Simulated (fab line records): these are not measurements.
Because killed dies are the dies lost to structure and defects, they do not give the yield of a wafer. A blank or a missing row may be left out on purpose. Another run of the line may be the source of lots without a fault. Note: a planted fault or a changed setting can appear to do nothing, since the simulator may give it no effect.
8D (eight disciplines) problem report, filled in by code | flow n5_finfet | the parts of the form that need people (team, actions taken, sign-off) are left out

1. WHAT WENT WRONG
Wafers without a fault read 92.9 nm with a standard deviation of 0.65, while cd_nm at N5_HKMG_FIN_CD_MEAS_12 averages 80.8 nm across 3 wafers of 1 lot. Measured from the usual mean, that is -19 standard deviations.
The step: target cd 92.8 nm.
First observed at day 9 08:44: wafer L914.3, on cd_sem-02. The record has a number at this step for 39 wafers belonging to 13 lots. By rule, "out" or "out of limits" means more than 4 standard deviations away from the usual mean. All remaining wafers that have a number are taken as sound.

2. WHAT IT IS; WHAT IT IS NOT
question                    | is                     | is not
which readings at this step | cd_nm                  | -
which lots                  | L914                   | L895, L896, L898, L899, L901, L902, L903, L904, L905, L906, L912, L916
which wafers of those lots  | all that have a number | -
read on which gauges        | cd_sem-02              | cd_sem-01, cd_sem-03
when                        | from day 9 08:44       | up to then (33 sound wafers); but 3 sound wafers of L916 came after

3. WHAT RULES OUT EACH SUSPECT
Counting: a tool stays on the suspect list if, at a process step up to the reading, it processed all lots that are out and no sound lot following the first of them.
- the gauge at N5_HKMG_FIN_CD_MEAS_12: ruled out. All the wafers that are out were read on cd_sem-02, but those of them that N5_HKMG_FIN_EXPOSE_09 has rows for are out there too, on other tools.
- rie_diel-04 at N5_HKMG_FIN_STRIP_57 (strips in CF4): kept. It ran the lot that is out, L914 (day 9 05:44), and no sound lot after that; its last sound lot up to then is L912 (day 8 17:02).
- rie_diel-04 at N5_HKMG_FIN_ETCH_58 (etches SOC in N2/H2, target depth 215.8 nm, time 741 s): kept. It ran the lot that is out, L914 (day 9 05:45), and no sound lot after that; its last sound lot up to then is L912 (day 8 17:03).
- arfi_scanner-03 at N5_HKMG_FIN_EXPOSE_09 (exposes mask NWFM): kept. It ran the lot that is out, L914 (day 9 08:37), and no sound lot after that; its last sound lot up to then is L905 (day 7 03:36). Its own exposure_dose_mJ_cm2 readings are out on those wafers.
Left after counting: rie_diel-04 at N5_HKMG_FIN_STRIP_57, rie_diel-04 at N5_HKMG_FIN_ETCH_58, arfi_scanner-03 at N5_HKMG_FIN_EXPOSE_09.

4. THE CAUSE (what the simulator had put in)
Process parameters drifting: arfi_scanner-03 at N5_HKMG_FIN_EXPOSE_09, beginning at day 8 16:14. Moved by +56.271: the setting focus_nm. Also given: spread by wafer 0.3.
Of the 3 suspects that counting leaves, this tool is one.

5. THE CHAIN OF EFFECTS, in route order
Rows list readings where the struck wafers' mean (over those with a number) sits beyond 3 standard deviations from the usual. Readings are gone through only where the record gives a usual standard deviation; hours: the median, over the lots, of the time from a lot's start at the first step in this table giving one to that lot's start at this step; sigmas: the change measured in usual standard deviations.
hours | step                   | reading              | usual   | on struck wafers | change | sigmas
0     | N5_HKMG_FIN_EXPOSE_09  | exposure_dose_mJ_cm2 | 39.24   | 40.25            | +1.01  | +26
0     | N5_HKMG_FIN_CD_MEAS_12 | cd_nm                | 92.9 nm | 80.8             | -12.1  | -19
It contains these process steps:
- N5_HKMG_FIN_EXPOSE_09: exposes mask NWFM.

6. WHAT WOULD HAVE CAUGHT IT SOONER
In this record the first reading out of limits at a measuring or inspecting step was taken at day 9 08:44, 17 hours after the fault began at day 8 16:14.
Tool's own readings at N5_HKMG_FIN_EXPOSE_09, exposure_dose_mJ_cm2: out on all struck wafers the step has rows for; an alarm limit on them would have tripped on the first.
Each of the lots that are out, 1 in all, had begun N5_HKMG_FIN_EXPOSE_09 on arfi_scanner-03 no later than day 9 08:44. Tool hold at that time: it would have spared none of them.
